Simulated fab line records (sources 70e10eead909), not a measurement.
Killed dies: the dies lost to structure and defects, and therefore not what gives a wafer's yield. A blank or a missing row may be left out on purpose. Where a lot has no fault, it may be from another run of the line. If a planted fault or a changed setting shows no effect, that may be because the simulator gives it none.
Chamber matching    flow nandHarc    NHARC_A_M0_ETCH_34 on rieDiel-05: 4 sister chambers
The step etches the open film in N2/H2, target depth 40 nm, overetch 12 nm, time 43.94 s. 18 wafers are shown with their chamber, then 9 later ones without.

== WAFERS PAIRED WITH THEIR CHAMBERS ==
wafer   chamber  drypumpMotorCurrentA (A)  rfVppV (V)  oesProductAu (a.u.)
L074.2  2        5.9                       426         0.984
L074.3  3        5.1                       426         0.997
L074.6  2        5.9                       427         0.996
L075.1  2        6.0                       427         0.988
L075.4  2        6.0                       427         0.989
L075.5  2        6.0                       426         0.986
L077.3  2        6.0                       427         0.996
L077.4  2        6.0                       427         0.994
L077.6  0        5.5                       434         1.001
L086.3  1        5.9                       432         1.016
L086.4  3        5.0                       426         1.011
L086.5  0        5.5                       435         1.011
L088.1  3        5.0                       426         0.995
L088.4  1        5.9                       433         1.011
L088.5  0        5.5                       433         0.997
L089.1  0        5.4                       433         1.000
L089.2  3        5.1                       426         0.996
L089.3  1        5.9                       432         1.011

SIGNATURES, as means of the wafers listed above
reading               chamber 0  chamber 1  chamber 2  chamber 3  scatter within a chamber
drypumpMotorCurrentA  5.475      5.900      5.971      5.050      0.0476
rfVppV                433.75     432.33     426.71     426.00     0.588
oesProductAu          1.00225    1.01267    0.99043    0.99975    0.00562
Rule: for each reading, subtract the chamber's mean from the wafer's reading, divide by that reading's scatter and square the result; add these up over the readings and take the root, which gives the wafer's distance from the chamber. The wafer belongs to the nearest chamber; if the next one is less than 2 further off, it can't be placed. How the scatter is found: for the shown wafers, subtract from each reading the mean of its chamber, square and add these, divide the total by (wafers less chambers), then take the root.

== WAFERS WITHOUT THEIR CHAMBER ==
wafer   drypumpMotorCurrentA (A)  rfVppV (V)  oesProductAu (a.u.)
L090.1  5.4                       433         1.011
L090.5  5.5                       434         1.010
L090.6  5.1                       425         1.018
L096.1  5.5                       434         1.008
L096.2  6.0                       426         1.007
L096.3  5.0                       426         1.013
L097.2  6.0                       427         0.996
L097.3  5.0                       425         0.992
L097.5  6.0                       427         0.994

== WHICH CHAMBER EACH WENT THROUGH ==
wafer   from the rows above  in truth
L090.1  0                    0
L090.5  0                    0
L090.6  3                    3
L096.1  0                    0
L096.2  2                    2
L096.3  3                    3
L097.2  2                    2
L097.3  3                    3
L097.5  2                    2
9 of 9 placed correctly. Not placeable from these rows: 0. Wrongly placed: 0.
